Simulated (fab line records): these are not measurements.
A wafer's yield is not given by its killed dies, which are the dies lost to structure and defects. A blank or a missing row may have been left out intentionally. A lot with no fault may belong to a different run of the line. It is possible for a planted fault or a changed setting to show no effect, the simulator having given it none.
Chamber matching | flow n5 finfet | 4 sister chambers for N5_FIN_SAQP_SPACER2_ETCHBACK_29 on rie diel-05
The step etches SiO2 in CHF3/O2, target depth 12.2 nm, time 6.1 s. 8 wafers are shown with their chamber, then 6 later ones without.

WAFERS WITH THEIR CHAMBER
wafer  | chamber | showerhead plenum p Torr (Torr) | rf vpp V (V)
L345.6 | 3       | 2.46                            | 513
L347.6 | 1       | 2.40                            | 519
L350.1 | 3       | 2.46                            | 514
L350.2 | 2       | 2.41                            | 525
L350.6 | 0       | 2.41                            | 526
L351.1 | 2       | 2.40                            | 526
L351.2 | 0       | 2.41                            | 526
L351.3 | 1       | 2.40                            | 519

WAFERS MISSING THEIR CHAMBER
wafer  | showerhead plenum p Torr (Torr) | rf vpp V (V)
L354.1 | 2.41                            | 527
L354.3 | 2.40                            | 526
L354.5 | 2.41                            | 527
L365.1 | 2.39                            | 518
L365.3 | 2.45                            | 513
L365.6 | 2.45                            | 514

CHAMBER TAKEN BY EACH
wafer  | from the rows above     | in truth
L354.1 | can't be placed: 0 or 2 | 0
L354.3 | can't be placed: 2 or 0 | 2
L354.5 | can't be placed: 0 or 2 | 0
L365.1 | 1                       | 1
L365.3 | 3                       | 3
L365.6 | 3                       | 3
Correctly placed: 3 of 6. These rows do not allow placing 3 (true chamber among the candidates in 3). Placed wrongly: 0.
How it was worked out, from the rows above alone: a wafer's distance from a chamber is the root of the sum, over the readings, of the square of ((its reading less the chamber's mean) divided by the reading's scatter). The wafer belongs to the nearest chamber; if the next one is less than 2 further off, it can't be placed. Each chamber's mean is taken over the wafers shown for it. The scatter: take each reading less its chamber's mean, square it, sum over the shown wafers, divide by the number of wafers less the number of chambers, and take the root.
